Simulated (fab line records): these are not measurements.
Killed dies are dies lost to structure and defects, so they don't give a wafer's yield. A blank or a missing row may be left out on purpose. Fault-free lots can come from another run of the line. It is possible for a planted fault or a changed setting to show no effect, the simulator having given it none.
Which tool did it? | flow nand harc | Sampling: 12 lots, 36 wafers, 5 of 1302 route steps

WHAT THE GAUGES SHOWED, per wafer
NHARC_END_SORT_01.
lot  | measured     | on        | defect limited yield (%) | killed at array | killed at other | killed at periphery | killed dies | killed open | killed short
L897 | day 29 08:53 | prober-02 | 89 90 90                 | 62 62 70        | 0 0 0           | 12 3 1              | 74 65 71    | 3 3 1       | 7 2 3
L899 | day 29 22:08 | prober-01 | 87 90 92                 | 70 68 48        | 8 1 3           | 9 2 1               | 87 71 52    | 4 1 3       | 2 0 1

WHICH TOOL RAN EACH LOT (tool, then ch and the chambers of the sampled wafers, then the start)
lot  | NHARC_P_M2_ETCH_35                 | NHARC_P_M2_ETCH_15                            | NHARC_P_M2_PVD_20            | NHARC_P_M2_PVD_21
L888 | rie diel-03 ch 0,1,2, day 7 02:59  | rie diel-03 ch 1,2,3, day 7 04:01 or earlier  | pvd sputter-01, day 7 04:01  | pvd sputter-01, no start
L889 | rie diel-03 ch 1,2,3, day 7 18:38  | rie diel-03 ch 1,3, day 7 19:41 or earlier    | pvd sputter-02, day 7 19:41  | pvd sputter-02, no start
L890 | rie diel-05 ch 1,2,3, day 8 00:04  | rie diel-05 ch 2,3, day 8 01:05 or earlier    | pvd sputter-02, day 8 01:05  | pvd sputter-02, no start
L892 | rie diel-03 ch 0,3, day 8 19:04    | rie diel-03 ch 0,1,3, day 8 20:08 or earlier  | pvd sputter-01, day 8 20:08  | pvd sputter-01, no start
L891 | rie diel-11 ch 1,2,3, day 8 19:54  | rie diel-11 ch 0,2,3, day 8 20:59 or earlier  | pvd sputter-03, day 8 20:59  | pvd sputter-03, no start
L894 | rie diel-11 ch 0,2,3, day 9 16:44  | rie diel-11 ch 1,2,3, day 9 17:47 or earlier  | pvd sputter-01, day 9 17:47  | pvd sputter-01, no start
L895 | rie diel-03 ch 0,3, day 10 07:51   | rie diel-03 ch 0,3, day 10 08:59 or earlier   | pvd sputter-01, day 10 08:59 | pvd sputter-01, no start
L896 | rie diel-11 ch 1,2, day 10 18:04   | rie diel-11 ch 0,2,3, day 10 19:13 or earlier | pvd sputter-03, day 10 19:13 | pvd sputter-03, no start
L897 | rie diel-05 ch 0,3, day 11 01:52   | rie diel-05 ch 0,1, day 11 02:56 or earlier   | pvd sputter-02, day 11 02:56 | pvd sputter-02, day 29 08:53 or earlier
L898 | rie diel-03 ch 0,2,3, day 11 07:56 | rie diel-03 ch 0,2,3, day 11 09:02 or earlier | pvd sputter-02, day 11 09:02 | pvd sputter-02, no start
L899 | rie diel-05 ch 1,2, day 11 19:32   | rie diel-05 ch 0,3, day 11 20:40 or earlier   | pvd sputter-01, day 11 20:40 | pvd sputter-01, day 29 22:08 or earlier
L908 | rie diel-11 ch 0,1,2, day 15 17:28 | rie diel-11 ch 0,1,3, day 15 18:31 or earlier | pvd sputter-02, day 15 18:31 | pvd sputter-02, no start
- NHARC_P_M2_ETCH_35: etches the open film in N2/H2, target depth 40 nm, overetch 12 nm, time 43.94 s.
- NHARC_P_M2_ETCH_15: etches the open film in C4F8/Ar, target depth 182.5 nm, time 91.2 s.
- NHARC_P_M2_PVD_20: deposits TaN, target thk 5 nm, time 8.06 s.
- NHARC_P_M2_PVD_21: deposits Cu, target thk 30 nm, time 20.49 s.

AS READ BY THE TOOLS THEMSELVES (means over the sampled wafers that have a number; for cases with no such wafer, the mark the record gives instead)
NHARC_P_M2_ETCH_35.
lot  | tool        | drypump motor current A (A) | oes product au (a.u.) | rf vpp V (V) | showerhead plenum p Torr (Torr) | throttle valve pct (%)
L888 | rie diel-03 | 5.8                         | 0.999                 | 430.7        | 2.06                            | 14.178
L889 | rie diel-03 | 5.9                         | 1.004                 | 430.1        | 2.03                            | 14.173
L890 | rie diel-05 | 5.8                         | 1.004                 | 432.0        | 2.07                            | 14.170
L892 | rie diel-03 | 5.2                         | 0.999                 | 433.7        | 2.12                            | 14.169
L891 | rie diel-11 | 5.6                         | 1.006                 | 430.3        | 2.02                            | 14.170
L894 | rie diel-11 | 5.6                         | 1.006                 | 428.9        | 1.97                            | 14.175
L895 | rie diel-03 | 5.2                         | 0.985                 | 432.1        | 2.12                            | 14.168
L896 | rie diel-11 | 5.4                         | 1.001                 | 430.7        | 2.05                            | 14.163
L897 | rie diel-05 | 5.9                         | 0.995                 | 433.4        | 2.13                            | 14.176
L898 | rie diel-03 | 5.6                         | 0.994                 | 431.4        | 2.09                            | 14.169
L899 | rie diel-05 | 5.5                         | 0.992                 | 429.3        | 2.02                            | 14.168
L908 | rie diel-11 | 5.5                         | 1.002                 | 431.4        | 2.05                            | 14.158

NHARC_P_M2_ETCH_15.
lot  | tool        | oes product au (a.u.) | rf vpp V (V)
L888 | rie diel-03 | 0.959                 | 440.1
L889 | rie diel-03 | 0.917                 | 439.9
L890 | rie diel-05 | 0.930                 | 441.0
L892 | rie diel-03 | 0.919                 | 441.8
L891 | rie diel-11 | 0.934                 | 439.0
L894 | rie diel-11 | 0.962                 | 440.2
L895 | rie diel-03 | 0.930                 | 442.5
L896 | rie diel-11 | 0.976                 | 438.9
L897 | rie diel-05 | 0.958                 | 443.1
L898 | rie diel-03 | 0.926                 | 442.5
L899 | rie diel-05 | 0.917                 | 443.1
L908 | rie diel-11 | 0.978                 | 440.5

NHARC_P_M2_PVD_20.
lot  | tool           | bias v (V) | throttle valve pct (%)
L888 | pvd sputter-01 | 168.5      | 29.0
L889 | pvd sputter-02 | 168.9      | 31.2
L890 | pvd sputter-02 | 171.3      | 29.2
L892 | pvd sputter-01 | 167.0      | 29.0
L891 | pvd sputter-03 | 167.7      | 29.4
L894 | pvd sputter-01 | 167.3      | 30.0
L895 | pvd sputter-01 | 168.0      | 30.3
L896 | pvd sputter-03 | 168.2      | 29.7
L897 | pvd sputter-02 | 169.1      | 29.5
L898 | pvd sputter-02 | 167.6      | 30.2
L899 | pvd sputter-01 | 169.8      | 30.1
L908 | pvd sputter-02 | 168.7      | 30.4

NHARC_P_M2_PVD_21.
lot  | tool           | throttle valve pct (%)
L888 | pvd sputter-01 | 29.6
L889 | pvd sputter-02 | 30.4
L890 | pvd sputter-02 | 30.2
L892 | pvd sputter-01 | 29.1
L891 | pvd sputter-03 | 29.8
L894 | pvd sputter-01 | 30.2
L895 | pvd sputter-01 | 31.0
L896 | pvd sputter-03 | 28.9
L897 | pvd sputter-02 | 29.4
L898 | pvd sputter-02 | 30.4
L899 | pvd sputter-01 | 29.1
L908 | pvd sputter-02 | 30.0

THE ANSWER, worked out from the rows above alone
Rule: what is usual is taken from the lots themselves. The widest of any qualifying gaps counts: lots, ordered by their means at a reading, are off when they make up no more than a third of the lots, leave a main group of 4 or more, and stand apart from it by 3 or more times the standard deviation of that group's means. The tables above print the reading to a certain number of digits; a main group whose means all agree to those digits is not used. A lot without any number at a reading at which 4 lots or more have one is off too. All remaining lots with rows at the step are treated as sound. First the gauges in route order, then the tools' own readings, where a lot's mean is used as printed above. The first step at which some lot is off is used, and at that step the reading that is off furthest; a lot without a number counts as furthest.
None of the lots is off at any reading shown; this tells nothing.

WHAT THE SIMULATOR HAD PUT IN
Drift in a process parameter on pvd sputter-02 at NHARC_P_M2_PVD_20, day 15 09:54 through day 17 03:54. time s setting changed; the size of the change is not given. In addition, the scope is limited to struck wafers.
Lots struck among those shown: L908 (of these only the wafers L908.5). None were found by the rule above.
